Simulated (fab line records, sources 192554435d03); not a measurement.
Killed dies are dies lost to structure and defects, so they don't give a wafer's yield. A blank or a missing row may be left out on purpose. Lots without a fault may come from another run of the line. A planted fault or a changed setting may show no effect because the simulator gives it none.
fab line records | flow n5_finfet
record lots=6 wafers=18 last_day=17
route steps=1938 shown BEOL_M3@951
lots that met no fault: from a run of the same line without faults
start_h: hours from the record's first day to the start of the lot's first wafer shown | wait_h: hours since the lot's step before | " the same as in the row above | L1.1+2: a row that stands for several wafers | - no value, or no start given | * or withheld: withheld | < > ~ a bound
route shown NAME@n: a module of which the file shows steps, and the number in the route of the first | usual: mean/standard deviation of fault-free wafers | same: alike in all rows | chamber/n: place in a boat | sites: the reading at each site | _std_site: their standard deviation | _edge_site: outer sites' mean less inner sites' | radius_mm: how far each site lies from the wafer's centre | mask NAME#n: copy n | behind: the tool/chamber that last shaped the wafer | hold: why the lot was held/for how many hours/how that ended | device: the transistor (n, p or np) that didn't switch | end of line: the same wafers' tests at the end of the route | a step without rows: its recipe alone | killed: dies lost to structure and defects at the first sort, not the wafer's yield | map: a wafer's dies, x killed, . not, _ none there
set.NAME: the setting as run; set.NAME@STEP: as run at that earlier step | model.NAME: the simulator's own value behind a step, which no gauge read
lots at some steps of the route; a table a step, a row a wafer
services: from which hour (start_h, from the record's first day; less than 0 if before it) a tool's chamber was out of use, for how many hours, and why
## steps
# step N5_BEOL_M3_STRIP_65
# recipe chemistry=N2/H2 temp_c=40 n2_flow_sccm=200 h2_flow_sccm=200 rf_frequency_hz=6e+07
# step N5_BEOL_M3_STRIP_75
# recipe chemistry=N2/H2 temp_c=40 n2_flow_sccm=200 h2_flow_sccm=200 rf_frequency_hz=6e+07
# step N5_BEOL_M3_STRIP_66
# recipe chemistry=CF4 resist=SiARC power_w=300 bias_power_w=75 pressure_mtorr=50 cf4_flow_sccm=150 rf_frequency_hz=6e+07
# usual drypump_motor_current_A=5.8/0.47 oes_product_au=0.80/0.076 rf_vpp_V=270.8/1.3 showerhead_plenum_p_Torr=1.78/0.041 throttle_valve_pct=13.47/0.25
# columns lot.wafer tool chamber start_h wait_h drypump_motor_current_A oes_product_au rf_hours_counter_h rf_vpp_V showerhead_plenum_p_Torr throttle_valve_pct
L588.2 rie_diel-01 1 142.58 0.0 5.7 0.68 221 269.9 1.71 13.73
L588.4 " 3 " " 6.3 0.76 114 269.9 1.74 13.50
L588.5 " 2 " " 5.6 0.88 - 270.3 1.74 13.27
L596.1 rie_diel-05 1 195.48 0.0 5.4 0.81 59 271.2 1.82 13.29
L596.2 " 3 " " 5.5 0.93 16 272.5 1.84 13.41
L596.4 " 2 " " 5.7 0.85 50 271.2 1.80 13.02
L601.2 rie_diel-05 2 233.20 0.0 5.7 0.84 63 271.7 1.80 13.08
L601.3 " 3 " " 5.5 0.90 27 272.9 1.84 13.43
L601.4 " 1 " " 5.4 0.81 69 271.5 1.81 13.31
L603.2 rie_diel-03 1 234.84 0.0 4.7 0.86 46 270.8 1.77 13.72
L603.4 " 2 " " 5.2 0.71 218 269.9 1.78 13.82
L603.6 " 1 " " 4.7 0.86 - 270.2 1.78 13.71
L607.1 rie_diel-01 3 261.61 0.0 6.3 0.74 150 269.4 1.73 13.58
L607.3 " 1 " " 5.7 0.94 3 272.7 1.91 13.24
L607.6 " 0 " " 6.0 0.73 - 270.8 1.78 13.71
L608.2 rie_diel-03 0 263.47 0.0 6.5 0.93 9 272.2 1.78 13.40
L608.3 " 1 " " 4.7 0.83 54 269.9 1.77 13.73
L608.6 " 2 " " 5.2 0.69 - 270.7 1.78 13.83
# step N5_BEOL_M3_HM_OPEN_17
# recipe chemistry=Cl2/BCl3 target_depth_a=200 overetch_a=60 target=TiN mask_material=SOC ion_energy_ev=150 pressure_mtorr=10 icp_w=1000 bias_w=126 Cl2_flow_sccm=53.25 bcl3_flow_sccm=21.75 Ar_flow_sccm=25
# usual drypump_motor_current_A=5.9/0.34 oes_product_au=0.63/0.087 throttle_valve_pct=22.33/0.29
# columns lot.wafer tool chamber start_h wait_h drypump_motor_current_A oes_product_au rf_hours_counter_h throttle_valve_pct
L588.2 rie_metal-02 1 142.62 0.0 6.0 0.62 69 22.30
L588.4 " 0 " " 5.4 0.66 - 21.82
L588.5 " 1 " " 6.0 0.61 - 22.34
L596.1 rie_metal-01 1 195.52 0.0 6.3 0.65 58 22.53
L596.2 " 0 " " 5.3 0.52 116 22.57
L596.4 " 1 " " 6.3 0.65 - 22.52
L601.2 rie_metal-01 1 233.24 0.0 6.4 0.64 61 22.54
L601.3 " 1 " " 6.3 0.64 - 22.53
L601.4 " 0 " " 5.3 0.52 - 22.55
L603.2 rie_metal-02 0 234.88 0.0 5.4 0.64 46 21.82
L603.4 " 1 " " 6.0 0.61 - 22.32
L603.6 " 0 " " 5.4 0.64 - 21.82
L607.1 rie_metal-01 1 261.65 0.0 6.3 0.63 65 22.54
L607.3 " 1 " " 6.3 0.64 - 22.55
L607.6 " 1 " " 6.3 0.63 - 22.55
L608.2 rie_metal-03 1 263.51 0.0 5.9 0.84 1 22.40
L608.3 " 1 " " 6.0 0.84 - 22.39
L608.6 " 0 " " 6.0 0.69 - 22.07
# step N5_BEOL_M3_STRIP_19
# recipe chemistry=O2 power_w=400 temp_c=40 pressure_mtorr=30 rf_frequency_hz=6e+07 bias_power_w=0 overash_fraction=0.2 o2_flow_sccm=225
# usual drypump_motor_current_A=5.8/0.54 oes_product_au=0.81/0.091 rf_vpp_V=3.6/0.46 showerhead_plenum_p_Torr=2.06/0.052 temp_c=40.01/0.11 throttle_valve_pct=16.56/0.27
# columns lot.wafer tool chamber start_h wait_h drypump_motor_current_A oes_product_au rf_hours_counter_h rf_vpp_V showerhead_plenum_p_Torr temp_c throttle_valve_pct
L588.2 rie_diel-05 0 142.88 0.2 6.4 0.78 90 3.5 2.03 40.21 16.73
L588.4 " 1 " " 5.4 0.84 43 3.8 2.11 39.99 16.25
L588.5 " 0 " " 6.4 0.79 - 3.3 2.03 39.89 16.73
L596.1 rie_diel-05 0 195.69 0.1 6.4 0.78 106 3.1 2.03 39.78 16.77
L596.2 " 1 " " 5.5 0.83 59 3.3 2.11 39.90 16.28
L596.4 " 2 " " 5.7 0.87 50 3.8 2.11 40.01 16.16
L601.2 rie_diel-01 2 233.51 0.2 5.6 0.86 54 4.3 2.04 40.07 16.53
L601.3 " 3 " " 6.3 0.74 142 3.6 1.99 40.06 16.47
L601.4 " 1 " " 5.7 0.66 249 4.3 1.97 39.86 16.79
L603.2 rie_diel-03 3 235.00 0.1 6.4 0.87 41 3.3 2.02 39.96 16.06
L603.4 " 0 " " 6.5 0.99 1 3.4 2.04 40.06 16.31
L603.6 " 1 " " 4.7 0.89 - 3.5 2.04 40.12 16.68
L607.1 rie_diel-01 2 261.85 0.2 5.6 0.84 63 3.8 2.04 39.91 16.55
L607.3 " 0 " " 6.0 0.72 182 4.8 2.10 40.14 16.93
L607.6 " 0 " " 6.0 0.72 - 3.8 2.10 40.02 16.92
L608.2 rie_diel-03 1 263.70 0.2 4.7 0.87 54 3.1 2.04 40.12 16.70
L608.3 " 3 " " 6.4 0.86 50 3.7 2.02 40.00 16.08
L608.6 " 1 " " 4.7 0.87 - 3.3 2.04 40.09 16.71
# step N5_BEOL_M3_CD_MEAS_18
# recipe pitch_nm=36 target_cd_nm=18
# usual cd_nm=18.2/0.47
# columns lot.wafer tool chamber start_h wait_h cd_nm
L588.2 cd_sem-03 - 142.96 0.1 17.8
L588.4 " - " " 18.1
L588.5 " - " " 18.8
L596.1 cd_sem-03 - 195.76 0.0 18.0
L596.2 " - " " 18.6
L596.4 " - " " 18.6
L601.2 cd_sem-01 - 233.58 0.1 17.8
L601.3 " - " " 18.6
L601.4 " - " " 17.9
L603.2 cd_sem-03 - 235.07 0.1 18.9
L603.4 " - " " 18.0
L603.6 " - " " 18.1
L607.1 cd_sem-01 - 261.92 0.0 17.6
L607.3 " - " " 17.6
L607.6 " - " " 18.0
L608.2 cd_sem-02 - 263.77 0.1 18.8
L608.3 " - " " 18.5
L608.6 " - " " 18.0
# step N5_BEOL_M3_COAT_67
# recipe resist=SOC temp_c=250 time_s=60 spin_rpm=1500 resist_thk_nm=60
# step N5_BEOL_M3_COAT_68
# recipe resist=SiARC temp_c=220 time_s=60 spin_rpm=1500 resist_thk_nm=12
# step N5_BEOL_M3_COAT_76
# recipe resist=underlayer temp_c=205 time_s=60 spin_rpm=1500 resist_thk_nm=5
# step N5_BEOL_M3_COAT_22
# recipe resist=CAR-EUV spin_rpm=1500 resist_thk_nm=30
# step N5_BEOL_M3_EBR_24
# recipe solvent=PGMEA ebr_width_mm=1.5
# step N5_BEOL_M3_SOFTBAKE_23
# recipe temp_c=110 time_s=60 resist=CAR-EUV
# step N5_BEOL_M3_EXPOSE_25
# recipe mask_id=V2 na=0.33 source_shape=quasar sigma_inner=0.2 sigma_outer=0.8 polarization=unpolarized defocus_nm=5 dose_mj=63
# usual dipole_opening_deg=30/0 exposure_dose_mJ_cm2=63.15/0.17
# columns lot.wafer tool chamber start_h wait_h mask dipole_opening_deg exposure_dose_mJ_cm2
L588.2 euv_scanner-01 0 143.26 - V2#0 30 62.91
L588.4 " 0 " " V2#0 30 62.96
L588.5 " 0 " " V2#0 30 62.92
L596.1 euv_scanner-02 0 195.93 - V2#0 30 63.27
L596.2 " 0 " " V2#0 30 63.30
L596.4 " 0 " " V2#0 30 63.35
L601.2 euv_scanner-01 - 233.76 - V2#0 - -
L601.3 " - " " V2#0 - -
L601.4 " - " " V2#0 - -
L603.2 euv_scanner-02 - 235.37 - V2#0 - -
L603.4 " - " " V2#0 - -
L603.6 " - " " V2#0 - -
L607.1 euv_scanner-02 0 262.22 - V2#0 30 63.26
L607.3 " 0 " " V2#0 30 63.29
L607.6 " 0 " " V2#0 30 63.23
L608.2 euv_scanner-02 0 263.96 - V2#0 30 63.29
L608.3 " 0 " " V2#0 30 63.30
L608.6 " 0 " " V2#0 30 63.27
# step N5_BEOL_M3_PEB_26
# recipe peb_temp_c=100 peb_time_s=60 resist=CAR-EUV
## services
# columns tool chamber start_h hours kind
rie_diel-01 2 125.19 5.3 repair
rie_diel-03 3 130.46 6.6 repair
euv_scanner-02 - 135.55 1.0 pm
rie_metal-01 0 136.66 11.7 repair
euv_scanner-01 - 146.54 1.0 pm
rie_diel-05 3 157.68 15.8 repair
euv_scanner-02 - 168.35 4.6 pm
euv_scanner-02 - 189.65 1.0 pm
euv_scanner-01 - 202.69 1.0 pm
euv_scanner-02 - 214.39 0.4 repair
rie_diel-03 0 214.92 - clean
rie_diel-03 0 214.92 - consumable_replace:focus_ring
rie_diel-03 0 214.92 18.6 scheduled_down
rie_diel-03 0 214.92 18.6 vent_cycle
euv_scanner-01 - 215.04 4.6 pm
rie_diel-05 3 215.50 3.4 repair
rie_diel-05 1 223.62 5.1 repair
rie_diel-01 1 235.70 - clean
rie_diel-01 1 235.70 - consumable_replace:focus_ring
euv_scanner-02 - 244.56 0.7 repair
euv_scanner-02 - 245.80 1.0 pm
rie_diel-01 3 248.54 4.6 repair
rie_metal-02 - 250.83 14.6 pm
euv_scanner-01 - 258.84 1.0 pm
## key
first_sign step=N5_BEOL_M3_EXPOSE_25 reading=tool_record direction=missing
effect none on later readings
met_at N5_BEOL_M3_EXPOSE_25
struck_wafers L601.2,L601.3,L601.4,L603.2,L603.4,L603.6
later_rows_left_out L601.2,L601.3,L601.4,L603.2,L603.4,L603.6
sort_left_out L601.2,L601.3,L601.4,L603.2,L603.4,L603.6
onset_between 195.93 233.76
fault kind=skipped_step_whole tool=euv_scanner-01,euv_scanner-02 chamber=- onset_h=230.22 steps=N5_BEOL_M3_EXPOSE_25 scope=struck_lots_only
# sort_left_out: the simulated sort isn't trusted on such a fault, so these wafers' sort isn't shown, and their yield isn't known
# later_rows_left_out: the simulator's readings of these wafers behind a module that went badly wrong aren't trusted and aren't shown, but for the sort
